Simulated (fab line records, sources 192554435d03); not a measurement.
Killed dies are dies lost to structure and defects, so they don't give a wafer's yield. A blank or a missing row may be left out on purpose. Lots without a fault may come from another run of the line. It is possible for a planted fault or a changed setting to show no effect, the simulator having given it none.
Split-lot trial	flow n5Finfet	21 wafers read across 7 lots, on a route 1938 steps long

THE SPLIT ITSELF
At N5_BEOL_M6_EXPOSE_25 (exposes mask V5, target cd 40 nm), the setting doseMj was moved away from the recipe's 45 on 6 of the 21 wafers read, by -6.2% to +5.1%. All remaining wafers had this setting at the recipe value.

FROM THE SPLIT TO THE READING: what the file shows between them, 2 steps
- N5_BEOL_M6_PEB_26: peb time 60 s
- N5_BEOL_M6_DEVELOP_27: develop time 30 s

THE READING
cdNm (nm) at N5_BEOL_M6_CD_MEAS_28, where the cd target is 40 nm. Fault-free wafers of this fab line usually give 39.98 nm, standard deviation 0.25 nm.

wafer	tool, chamber at the split	doseMj as run	against the recipe	cdNm, nm	against lot-mates on the recipe
L083.1	euvScanner-01, 0	45	recipe	39.85	-
L083.2	euvScanner-01, 0	45	recipe	39.92	-
L083.5	euvScanner-01, 0	45	recipe	39.81	-
L082.2	euvScanner-01, 0	45	recipe	40.16	-
L082.3	euvScanner-01, 0	45	recipe	39.74	-
L082.4	euvScanner-01, 0	46.71	+3.8%	40.72	+0.77
L085.1	euvScanner-02, 0	42.21	-6.2%	38.40	-1.42
L085.2	euvScanner-02, 0	45	recipe	39.82	-
L085.4	euvScanner-02, 0	42.21	-6.2%	38.23	-1.59
L089.3	euvScanner-02, 0	46.19	+2.6%	40.72	+0.75
L089.4	euvScanner-02, 0	45	recipe	39.97	-
L089.5	euvScanner-02, 0	46.19	+2.6%	40.65	+0.68
L092.3	euvScanner-01, 0	45	recipe	40.15	-
L092.4	euvScanner-01, 0	45	recipe	39.58	-
L092.6	euvScanner-01, 0	45	recipe	39.85	-
L094.3	euvScanner-01, 0	45	recipe	39.62	-
L094.4	euvScanner-01, 0	45	recipe	39.68	-
L094.5	euvScanner-01, 0	47.29	+5.1%	40.85	+1.20
L093.1	euvScanner-02, 0	45	recipe	40.11	-
L093.2	euvScanner-02, 0	45	recipe	39.96	-
L093.4	euvScanner-02, 0	45	recipe	40.07	-

FIT RESULTS
A straight line over all 21 wafers: cdNm changes by +0.242 nm for each +1% of doseMj; r = +0.96; the points scatter about the line by 0.18 nm.
The same after taking each lot's own level away (the mean of its wafers on the recipe; 21 wafers): +0.24 nm for each +1%; r = +0.98; scatter 0.13 nm.
On that fit, the largest move of doseMj shifts the reading by 1.5 nm.
Measured against the standard deviation above, the lots' own levels, which go from 39.650 to 40.047 nm, span 1.6 times it.
The two slopes agree, so the slope changes little with the lot-to-lot level.
Check: for one of the wafers moved furthest among these (-6.2%), held out of the fit, the line's prediction against its lot-mates is -1.53 nm. It came out at -1.42 nm against them.

ADDITIONAL SPLITS CARRIED BY THESE WAFERS
Other splits were also applied to these wafers ahead of the reading. Each is held against what the fit with the lots' levels taken away leaves over:
other split on the same wafers	wafers away from the commonest value	r with cdNm (lot level and that fit taken away)
N5_BEOL_M5_ETCH_41 sourceW	8	-0.30

THE WHOLE CHAIN: every reading that the file lists as answering this split, in the file's order
step	what it does	reading	change (the file's fit)	r (the file's)
N5_BEOL_M6_CD_MEAS_28	target cd 40 nm	cdNm	+0.236 nm for each +1% of the setting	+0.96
N5_BEOL_M6_DESCUM_33	chemistry O2, time 7 s	BEOL_M6.cdNm (the simulator's own value, which no gauge read)	+0.218 nm for each +1% of the setting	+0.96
N5_BEOL_M6_ETCH_65	etches SiARC in CF4, target depth 15.6 nm, time 26 s	BEOL_M6.cdNm (the simulator's own value, which no gauge read)	+0.196 nm for each +1% of the setting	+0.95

THE FILE'S OWN FIT
cdNm changes by +0.236 nm for each +1% of doseMj, r = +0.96.
